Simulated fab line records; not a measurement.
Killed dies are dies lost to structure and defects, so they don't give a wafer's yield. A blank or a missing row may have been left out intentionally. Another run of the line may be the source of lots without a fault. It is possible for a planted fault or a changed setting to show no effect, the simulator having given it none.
Which of the tools did it? | flow n5_finfet | 24 lots with 72 wafers sampled at 6 steps, on a route of 1938 steps

## WHAT THE GAUGES SHOWED, per wafer
N5_BEOL_M14_CD_MEAS_17 targets a cd of 250 nm. Usual: 250.8 nm for cd_nm, sd 2.7.
lot  | measured     | on        | cd_nm (nm)        | flag
L074 | day 11 22:17 | cd_sem-02 | 245.4 250.1 252.1 |
L076 | day 12 13:52 | cd_sem-02 | 252.4 249.5 250.9 |
L075 | day 12 14:13 | cd_sem-01 | 252.2 252.4 252.9 |
L077 | day 12 23:40 | cd_sem-01 | 254.0 254.1 252.6 |
L079 | day 12 23:53 | cd_sem-02 | 249.4 252.6 250.9 |
L078 | day 13 05:01 | cd_sem-02 | 249.8 253.6 249.4 |
L080 | day 13 07:54 | cd_sem-01 | 253.1 252.8 255.3 |
L081 | day 13 08:49 | cd_sem-01 | 256.0 251.5 253.0 |
L083 | day 14 04:58 | cd_sem-02 | 248.8 248.8 254.4 |
L082 | day 14 09:37 | cd_sem-02 | 247.5 247.7 251.2 |
L084 | day 14 11:17 | cd_sem-01 | 249.8 250.0 252.4 |
L086 | day 15 01:13 | cd_sem-02 | 251.6 247.6 252.1 |
L088 | day 15 13:01 | cd_sem-01 | 251.3 251.9 248.4 |
L085 | day 15 14:20 | cd_sem-02 | 249.9 246.9 248.8 |
L087 | day 15 14:50 | cd_sem-02 | 247.9 248.0 250.5 |
L090 | day 16 03:44 | cd_sem-02 | 253.0 251.2 249.3 |
L091 | day 16 12:25 | cd_sem-01 | 259.9 246.9 247.7 |
L089 | day 16 19:56 | cd_sem-02 | 249.6 248.9 250.2 |
L093 | day 17 01:49 | cd_sem-01 | 252.2 253.4 258.1 |
L092 | day 17 07:26 | cd_sem-02 | 246.9 253.1 250.7 |
L096 | day 17 19:07 | cd_sem-01 | 248.5 251.6 250.3 |
L094 | day 17 19:35 | cd_sem-01 | 250.3 249.4 248.6 |
L095 | day 17 19:54 | cd_sem-02 | 254.4 249.6 255.0 |
L097 | day 18 13:36 | cd_sem-03 | 249.0 250.6 251.0 |

N5_BEOL_M14_INSPECT_30: inspects for defects (macro). Usual: 2.2 for raw_defect_count, sd 1.3.
lot  | measured     | on                | raw_defect_count | flag
L074 | day 11 22:48 | defect_inspect-02 | 3 2 1            |
L076 | day 12 14:22 | defect_inspect-02 | 0 2 1            |
L075 | day 12 14:36 | defect_inspect-02 | 2 1 1            |
L077 | day 13 00:10 | defect_inspect-02 | 5 4 3            |
L079 | day 13 00:16 | defect_inspect-01 | 0 3 4            |
L078 | day 13 05:26 | defect_inspect-01 | 2 1 2            |
L080 | day 13 08:16 | defect_inspect-01 | 2 3 1            |
L081 | day 13 09:12 | defect_inspect-01 | 5 4 3            |
L083 | day 14 05:28 | defect_inspect-02 | 4 3 1            |
L082 | day 14 10:08 | defect_inspect-02 | 5 3 2            |
L084 | day 14 11:48 | defect_inspect-02 | 2 2 3            |
L086 | day 15 01:36 | defect_inspect-01 | 2 3 0            |
L088 | day 15 13:31 | defect_inspect-02 | 3 3 1            |
L085 | day 15 14:43 | defect_inspect-01 | 2 3 1            |
L087 | day 15 20:38 | defect_inspect-02 | 2 4 4            |
L090 | day 16 04:07 | defect_inspect-02 | 2 2 3            |
L091 | day 16 12:48 | defect_inspect-01 | 2 3 0            |
L089 | day 16 20:19 | defect_inspect-02 | 1 1 5            |
L093 | day 17 02:12 | defect_inspect-02 | 4 3 3            |
L092 | day 17 07:56 | defect_inspect-02 | 2 1 2            |
L096 | day 17 19:37 | defect_inspect-01 | 3 2 3            |
L094 | day 17 19:58 | defect_inspect-01 | 3 1 4            |
L095 | day 17 20:25 | defect_inspect-01 | 3 3 1            |
L097 | day 18 14:06 | defect_inspect-01 | 5 2 4            |

N5_MIM_TOP_LITHO_OVL_MEAS_11. Usual: MIM_TOP_OVL 2 nm, standard deviation 5.
lot  | measured     | on         | MIM_TOP_OVL (nm) | flag
L074 | day 12 12:27 | overlay-02 | 4 3 2            |
L076 | day 13 06:24 | overlay-02 | 0 6 0            |
L075 | day 13 06:13 | overlay-02 | 5 0 6            |
L077 | day 14 00:22 | overlay-02 | -2 -4 -5         |
L079 | day 13 15:01 | overlay-02 | 5 -8 0           |
L078 | day 14 00:14 | overlay-02 | 2 2 -4           |
L080 | day 14 03:26 | overlay-02 | -8 3 -3          |
L081 | day 14 05:40 | overlay-02 | 5 4 3            |
L083 | day 14 21:43 | overlay-02 | -2 -5 1          |
L082 | day 15 03:46 | overlay-02 | 2 3 0            |
L084 | day 15 04:32 | overlay-02 | -2 3 11          |
L086 | day 15 16:44 | overlay-02 | 0 5 6            |
L088 | day 16 04:29 | overlay-02 | 6 4 4            |
L085 | day 16 08:32 | overlay-02 | 7 8 8            |
L087 | day 16 16:55 | overlay-02 | 4 11 5           |
L090 | day 16 23:29 | overlay-02 | -6 5 -8          |
L091 | day 17 06:22 | overlay-02 | 0 6 7            |
L089 | day 17 16:05 | overlay-02 | 8 7 3            |
L093 | day 17 16:52 | overlay-02 | 4 3 1            |
L092 | day 17 22:08 | overlay-01 | 7 6 3            |
L096 | day 18 09:36 | overlay-02 | -5 -9 -8         |
L094 | day 18 09:46 | overlay-02 | -1 1 -7          |
L095 | day 18 10:08 | overlay-01 | -1 1 1           |
L097 | day 19 05:41 | overlay-02 | 3 10 7           |

## TOOL THAT RAN EACH LOT (tool first, then ch and the chambers of the sampled wafers, then the start)
lot  | N5_BEOL_M13_SPUTTER_45       | N5_BEOL_M15_DESCUM_15              | N5_BEOL_M15_DESCUM_33
L074 | pvd_sputter-01, day 11 20:12 | rie_diel-04 ch 2,3, day 12 03:10   | rie_diel-04 ch 0,2,3, day 12 04:41
L076 | pvd_sputter-03, day 12 11:40 | rie_diel-04 ch 2,3, day 12 22:25   | rie_diel-04 ch 2,3, day 13 00:25
L075 | pvd_sputter-01, day 12 11:40 | rie_diel-04 ch 0,1, day 12 21:11   | rie_diel-01 ch 2,3, day 12 23:49
L077 | pvd_sputter-01, day 12 20:07 | rie_diel-04 ch 1,3, day 13 04:46   | rie_diel-04 ch 0,1,3, day 13 06:38
L079 | pvd_sputter-03, day 12 20:22 | rie_diel-03 ch 0,2,3, day 13 04:23 | rie_diel-01 ch 1,2,3, day 13 06:25
L078 | pvd_sputter-03, day 13 02:47 | rie_diel-01 ch 1,2,3, day 13 10:49 | rie_diel-01 ch 0,1,3, day 13 12:17
L080 | pvd_sputter-01, day 13 05:28 | rie_diel-01 ch 0,1,2, day 13 16:41 | rie_diel-01 ch 1,2, day 13 18:11
L081 | pvd_sputter-03, day 13 06:05 | rie_diel-01 ch 1,3, day 13 17:46   | rie_diel-01 ch 0,1, day 13 19:25
L083 | pvd_sputter-03, day 14 02:53 | rie_diel-04 ch 0,2, day 14 09:46   | rie_diel-01 ch 0,1,2, day 14 11:43
L082 | pvd_sputter-02, day 14 07:22 | rie_diel-04 ch 0,1,3, day 14 18:58 | rie_diel-03 ch 1,2,3, day 14 21:12
L084 | pvd_sputter-02, day 14 08:05 | rie_diel-01 ch 1,2, day 14 19:55   | rie_diel-01 ch 0,1, day 14 21:46
L086 | pvd_sputter-01, day 14 22:26 | rie_diel-01 ch 0,1,2, day 15 06:11 | rie_diel-04 ch 0,2,3, day 15 08:41
L088 | pvd_sputter-03, day 15 10:38 | rie_diel-04 ch 0,2,3, day 15 18:55 | rie_diel-03 ch 0,2, day 15 20:29
L085 | pvd_sputter-03, day 15 11:43 | rie_diel-01 ch 0,2, day 15 20:20   | rie_diel-01 ch 1,2,3, day 15 21:47
L087 | pvd_sputter-03, day 15 12:20 | rie_diel-01 ch 0,2,3, day 16 04:49 | rie_diel-01 ch 0,1,3, day 16 06:24
L090 | pvd_sputter-01, day 16 00:34 | rie_diel-01 ch 2,3, day 16 12:58   | rie_diel-03 ch 1,2,3, day 16 14:25
L091 | pvd_sputter-03, day 16 10:13 | rie_diel-04 ch 0,1,3, day 16 18:21 | rie_diel-04 ch 1,2,3, day 16 19:56
L089 | pvd_sputter-02, day 16 17:11 | rie_diel-04 ch 0,3, day 17 02:43   | rie_diel-03 ch 1,3, day 17 04:10
L093 | pvd_sputter-01, day 16 23:44 | rie_diel-01 ch 0,2,3, day 17 07:13 | rie_diel-01 ch 2,3, day 17 08:43
L092 | pvd_sputter-01, day 17 05:01 | rie_diel-01 ch 0,2, day 17 13:58   | rie_diel-01 ch 0,1, day 17 15:25
L096 | pvd_sputter-02, day 17 15:55 | rie_diel-03 ch 0,2,3, day 18 00:10 | rie_diel-03 ch 0,2,3, day 18 02:09
L094 | pvd_sputter-01, day 17 16:01 | rie_diel-03 ch 2,3, day 18 00:56   | rie_diel-03 ch 2,3, day 18 02:38
L095 | pvd_sputter-03, day 17 16:26 | rie_diel-01 ch 0,1,2, day 18 01:22 | rie_diel-04 ch 0,1,2, day 18 03:19
L097 | pvd_sputter-03, day 18 11:20 | rie_diel-04 ch 0,1, day 18 19:27   | rie_diel-04 ch 1,2,3, day 18 21:16
- N5_BEOL_M13_SPUTTER_45: material Cu, target thk 80 nm, time 13.33 s.
- N5_BEOL_M15_DESCUM_15: chemistry O2, time 7.9 s.
- N5_BEOL_M15_DESCUM_33: chemistry O2, time 7.9 s.

## AS READ BY THE TOOLS THEMSELVES (means over the sampled wafers that have a number; for cases with no such wafer, the mark the record gives instead)
N5_BEOL_M13_SPUTTER_45. Usual: chamber_pressure_pa 0.13002 Pa, standard deviation 0.00027; throttle_valve_pct 30.1 %, standard deviation 0.65.
lot  | tool           | chamber_pressure_pa (Pa) | throttle_valve_pct (%) | flag
L074 | pvd_sputter-01 | 0.12997                  | 30.1                   |
L076 | pvd_sputter-03 | 0.13004                  | 30.0                   |
L075 | pvd_sputter-01 | 0.12980                  | 29.9                   |
L077 | pvd_sputter-01 | 0.13038                  | 30.5                   |
L079 | pvd_sputter-03 | 0.13051                  | 29.7                   |
L078 | pvd_sputter-03 | 0.12994                  | 29.5                   |
L080 | pvd_sputter-01 | 0.13015                  | 29.7                   |
L081 | pvd_sputter-03 | 0.13005                  | 30.0                   |
L083 | pvd_sputter-03 | 0.13008                  | 30.0                   |
L082 | pvd_sputter-02 | 0.13013                  | 30.0                   |
L084 | pvd_sputter-02 | 0.12988                  | 30.9                   |
L086 | pvd_sputter-01 | 0.12994                  | 30.0                   |
L088 | pvd_sputter-03 | 0.13005                  | 30.2                   |
L085 | pvd_sputter-03 | 0.13009                  | 29.4                   |
L087 | pvd_sputter-03 | 0.13039                  | 29.9                   |
L090 | pvd_sputter-01 | 0.12988                  | 30.7                   |
L091 | pvd_sputter-03 | 0.12997                  | 29.7                   |
L089 | pvd_sputter-02 | 0.13017                  | 30.3                   |
L093 | pvd_sputter-01 | 0.13001                  | 30.2                   |
L092 | pvd_sputter-01 | 0.12985                  | 30.4                   |
L096 | pvd_sputter-02 | 0.12973                  | 30.7                   |
L094 | pvd_sputter-01 | 0.12995                  | 30.5                   |
L095 | pvd_sputter-03 | 0.13004                  | 29.9                   |
L097 | pvd_sputter-03 | 0.13015                  | 29.9                   |

N5_BEOL_M15_DESCUM_15. Usual: drypump_motor_current_A 5.5 A, standard deviation 0.46; oes_product_au 0.80 a.u., standard deviation 0.078; rf_vpp_V 243.1 V, standard deviation 1.4; showerhead_plenum_p_Torr 2.09 Torr, standard deviation 0.08; throttle_valve_pct 20.43 %, standard deviation 0.22.
lot  | tool        | drypump_motor_current_A (A) | oes_product_au (a.u.) | rf_vpp_V (V) | showerhead_plenum_p_Torr (Torr) | throttle_valve_pct (%) | flag
L074 | rie_diel-04 | 5.3                         | 0.70                  | 242.3        | 2.00                            | 20.48                  |
L076 | rie_diel-04 | 5.8                         | 0.71                  | 242.4        | 2.03                            | 20.53                  |
L075 | rie_diel-04 | 5.4                         | 0.82                  | 242.2        | 2.09                            | 20.40                  |
L077 | rie_diel-04 | 6.1                         | 0.74                  | 243.1        | 2.07                            | 20.58                  |
L079 | rie_diel-03 | 5.4                         | 0.83                  | 243.7        | 2.11                            | 20.35                  |
L078 | rie_diel-01 | 5.4                         | 0.81                  | 241.8        | 2.05                            | 20.43                  |
L080 | rie_diel-01 | 5.3                         | 0.82                  | 242.7        | 2.08                            | 20.54                  |
L081 | rie_diel-01 | 5.4                         | 0.82                  | 242.7        | 2.09                            | 20.37                  |
L083 | rie_diel-04 | 4.9                         | 0.96                  | 245.6        | 2.18                            | 20.09                  |
L082 | rie_diel-04 | 5.8                         | 0.77                  | 242.4        | 2.08                            | 20.50                  |
L084 | rie_diel-01 | 5.4                         | 0.80                  | 241.7        | 2.01                            | 20.51                  |
L086 | rie_diel-01 | 5.3                         | 0.81                  | 242.3        | 2.07                            | 20.56                  |
L088 | rie_diel-04 | 5.5                         | 0.84                  | 243.5        | 2.12                            | 20.30                  |
L085 | rie_diel-01 | 5.4                         | 0.86                  | 244.3        | 2.16                            | 20.44                  |
L087 | rie_diel-01 | 5.5                         | 0.84                  | 243.4        | 2.13                            | 20.35                  |
L090 | rie_diel-01 | 5.6                         | 0.84                  | 243.5        | 2.10                            | 20.23                  |
L091 | rie_diel-04 | 5.8                         | 0.75                  | 242.8        | 2.07                            | 20.53                  |
L089 | rie_diel-04 | 6.0                         | 0.75                  | 243.2        | 2.06                            | 20.52                  |
L093 | rie_diel-01 | 5.5                         | 0.84                  | 243.3        | 2.13                            | 20.35                  |
L092 | rie_diel-01 | 5.4                         | 0.83                  | 243.6        | 2.09                            | 20.41                  |
L096 | rie_diel-03 | 5.4                         | 0.79                  | 243.2        | 2.10                            | 20.40                  |
L094 | rie_diel-03 | 5.8                         | 0.77                  | 242.4        | 2.04                            | 20.48                  |
L095 | rie_diel-01 | 5.3                         | 0.78                  | 242.1        | 2.06                            | 20.59                  |
L097 | rie_diel-04 | 5.4                         | 0.78                  | 243.9        | 2.08                            | 20.46                  |

N5_BEOL_M15_DESCUM_33. Usual: drypump_motor_current_A 5.5 A, standard deviation 0.46; oes_product_au 0.80 a.u., standard deviation 0.076; rf_vpp_V 243.3 V, standard deviation 1.5; showerhead_plenum_p_Torr 2.09 Torr, standard deviation 0.083; throttle_valve_pct 20.45 %, standard deviation 0.23.
lot  | tool        | drypump_motor_current_A (A) | oes_product_au (a.u.) | rf_vpp_V (V) | showerhead_plenum_p_Torr (Torr) | throttle_valve_pct (%) | flag
L074 | rie_diel-04 | 5.5                         | 0.76                  | 242.4        | 2.04                            | 20.43                  |
L076 | rie_diel-04 | 5.3                         | 0.70                  | 242.6        | 2.00                            | 20.49                  |
L075 | rie_diel-01 | 5.6                         | 0.88                  | 243.7        | 2.11                            | 20.19                  |
L077 | rie_diel-04 | 5.8                         | 0.78                  | 242.9        | 2.08                            | 20.49                  |
L079 | rie_diel-01 | 5.4                         | 0.81                  | 242.4        | 2.05                            | 20.43                  |
L078 | rie_diel-01 | 5.3                         | 0.82                  | 243.3        | 2.12                            | 20.48                  |
L080 | rie_diel-01 | 5.3                         | 0.80                  | 241.9        | 2.01                            | 20.49                  |
L081 | rie_diel-01 | 5.2                         | 0.83                  | 243.4        | 2.14                            | 20.58                  |
L083 | rie_diel-01 | 5.3                         | 0.81                  | 241.9        | 2.07                            | 20.55                  |
L082 | rie_diel-03 | 5.6                         | 0.76                  | 243.0        | 2.07                            | 20.56                  |
L084 | rie_diel-01 | 5.2                         | 0.83                  | 244.3        | 2.14                            | 20.61                  |
L086 | rie_diel-04 | 5.5                         | 0.84                  | 244.4        | 2.12                            | 20.31                  |
L088 | rie_diel-03 | 5.1                         | 0.82                  | 243.4        | 2.12                            | 20.34                  |
L085 | rie_diel-01 | 5.4                         | 0.78                  | 243.1        | 2.05                            | 20.46                  |
L087 | rie_diel-01 | 5.3                         | 0.80                  | 243.4        | 2.11                            | 20.51                  |
L090 | rie_diel-03 | 5.6                         | 0.76                  | 242.2        | 2.06                            | 20.57                  |
L091 | rie_diel-04 | 5.6                         | 0.80                  | 243.4        | 2.12                            | 20.41                  |
L089 | rie_diel-03 | 6.0                         | 0.75                  | 242.2        | 2.04                            | 20.61                  |
L093 | rie_diel-01 | 5.5                         | 0.82                  | 242.5        | 2.07                            | 20.30                  |
L092 | rie_diel-01 | 5.2                         | 0.75                  | 242.4        | 2.04                            | 20.75                  |
L096 | rie_diel-03 | 5.4                         | 0.79                  | 243.8        | 2.10                            | 20.41                  |
L094 | rie_diel-03 | 5.8                         | 0.76                  | 243.1        | 2.04                            | 20.49                  |
L095 | rie_diel-04 | 5.2                         | 0.82                  | 243.0        | 2.13                            | 20.34                  |
L097 | rie_diel-04 | 5.6                         | 0.78                  | 244.0        | 2.11                            | 20.42                  |

## THE ANSWER, worked out from the rows above alone
Rule: a lot is off if the mean of its wafers that have a number lies more than 3 standard deviations from the usual mean. Also off: a lot with no number at a reading for which 4 or more lots have one. Any other lot the step has rows for is counted as sound. Order of review: gauges by route order, followed by the tools' own readings, for which a lot's mean as printed above is used. The first step at which some lot is off is used, and at that step the reading that is off furthest; a lot without a number counts as furthest.
No lot is off at any reading shown: from this, nothing can be told.

## WHAT THE SIMULATOR HAD INSERTED
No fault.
